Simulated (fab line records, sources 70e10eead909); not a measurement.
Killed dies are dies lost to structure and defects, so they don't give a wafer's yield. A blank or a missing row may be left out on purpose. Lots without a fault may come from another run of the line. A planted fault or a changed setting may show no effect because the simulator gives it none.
Chamber matching | flow nand_harc | NHARC_A_CHANNEL_FILL_D1_ALD_25 on ald_hk-04: 4 sister chambers
The step deposits SiOx, target thk 60 nm, pulse time 10 s, ald cycles 600. 20 wafers are shown with their chamber, then 10 later ones without.

WAFERS WITH THEIR CHAMBER
wafer  | chamber | heater_power_w (W) | precursor_pulse_height_rel
L076.1 | 0       | 482                | 1.009
L076.2 | 2       | 550                | 0.978
L076.4 | 3       | 522                | 1.023
L077.1 | 0       | 487                | 1.016
L077.2 | 2       | 561                | 1.007
L077.3 | 1       | 506                | 0.977
L078.2 | 2       | 560                | 0.989
L078.4 | 1       | 498                | 0.984
L078.6 | 1       | 497                | 1.038
L082.1 | 1       | 489                | 0.999
L082.2 | 2       | 563                | 1.031
L082.3 | 0       | 479                | 0.987
L083.4 | 2       | 571                | 0.978
L083.5 | 2       | 560                | 0.982
L083.6 | 3       | 520                | 0.990
L088.1 | 2       | 566                | 1.004
L088.5 | 0       | 478                | 0.977
L088.6 | 3       | 530                | 0.983
L086.2 | 1       | 520                | 0.998
L086.3 | 0       | 490                | 0.996

SIGNATURES (means of the wafers above)
reading                    | chamber 0 | chamber 1 | chamber 2 | chamber 3 | scatter within a chamber
heater_power_w             | 483.20    | 502.00    | 561.57    | 524.00    | 7.76
precursor_pulse_height_rel | 0.99700   | 0.99920   | 0.99557   | 0.99867   | 0.0201
Rule: a wafer's distance from a chamber is the root of the sum, over the readings, of the square of ((its reading less the chamber's mean) divided by the reading's scatter). The wafer belongs to the nearest chamber; if the next one is less than 2 further off, it can't be placed. The scatter: the root of (the sum of the squares of (reading less its chamber's mean) over the shown wafers, divided by (wafers less chambers)).

WAFERS WITHOUT THEIR CHAMBER
wafer  | heater_power_w (W) | precursor_pulse_height_rel
L086.5 | 488                | 1.003
L092.1 | 562                | 0.985
L092.5 | 495                | 0.982
L092.6 | 539                | 0.996
L093.1 | 483                | 0.992
L093.3 | 535                | 1.019
L093.5 | 528                | 0.971
L095.1 | 508                | 1.014
L095.2 | 550                | 0.993
L095.5 | 505                | 0.986

WHICH CHAMBER EACH WENT THROUGH
wafer  | from the rows above     | in truth
L086.5 | can't be placed: 0 or 1 | 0
L092.1 | 2                       | 2
L092.5 | can't be placed: 1 or 0 | 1
L092.6 | can't be placed: 3 or 2 | 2
L093.1 | 0                       | 0
L093.3 | can't be placed: 3 or 2 | 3
L093.5 | 3                       | 3
L095.1 | can't be placed: 1 or 3 | 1
L095.2 | can't be placed: 2 or 3 | 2
L095.5 | can't be placed: 1 or 3 | 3
Placed correctly: 3 of 10. Can't be placed from these rows: 7 (the true chamber is among the candidates in 7). Placed wrongly: 0.
